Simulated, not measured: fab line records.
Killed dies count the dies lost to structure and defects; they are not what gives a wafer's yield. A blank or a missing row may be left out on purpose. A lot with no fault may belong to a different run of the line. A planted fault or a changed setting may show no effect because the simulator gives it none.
Matching of chambers + flow n5_finfet + N5_PMOS_HMC_CHANNEL_EPI_ETCH_32 on rie_diel-04: 4 sister chambers
The step etches BARC in N2/H2, stops on SiO2, target depth 85.8 nm, time 50.3 s. 4 wafers are shown with their chamber, then 6 later ones without.

## WAFERS PAIRED WITH THEIR CHAMBERS
| wafer  | chamber | drypump_motor_current_A (A) |
|--------|---------|-----------------------------|
| L546.5 | 2       | 5.8                         |
| L556.1 | 1       | 5.0                         |
| L558.6 | 0       | 6.1                         |
| L564.2 | 3       | 6.7                         |

## WAFERS WHOSE CHAMBER IS MISSING
| wafer  | drypump_motor_current_A (A) |
|--------|-----------------------------|
| L564.3 | 6.1                         |
| L566.2 | 5.8                         |
| L566.4 | 5.0                         |
| L566.5 | 5.7                         |
| L568.4 | 6.1                         |
| L568.6 | 5.0                         |

## EACH ONE'S CHAMBER
| wafer  | from the rows above | in truth |
|--------|---------------------|----------|
| L564.3 | 0                   | 0        |
| L566.2 | 2                   | 2        |
| L566.4 | 1                   | 1        |
| L566.5 | 2                   | 2        |
| L568.4 | 0                   | 0        |
| L568.6 | 1                   | 1        |
Placed correctly: 6 of 6. Can't be placed from these rows: 0. Placed wrongly: 0.
How it was worked out, from the rows above alone: a wafer's distance from a chamber is the root of the sum, over the readings, of the square of ((its reading less the chamber's mean) divided by the reading's scatter). If the next closest chamber is less than 2 further off than the closest, the wafer can't be placed; otherwise it belongs to the closest. The mean given for a chamber averages the wafers shown for that chamber. The scatter: root of mean squared gap, hidden wafer to nearest shown wafer, with one shown wafer a chamber.
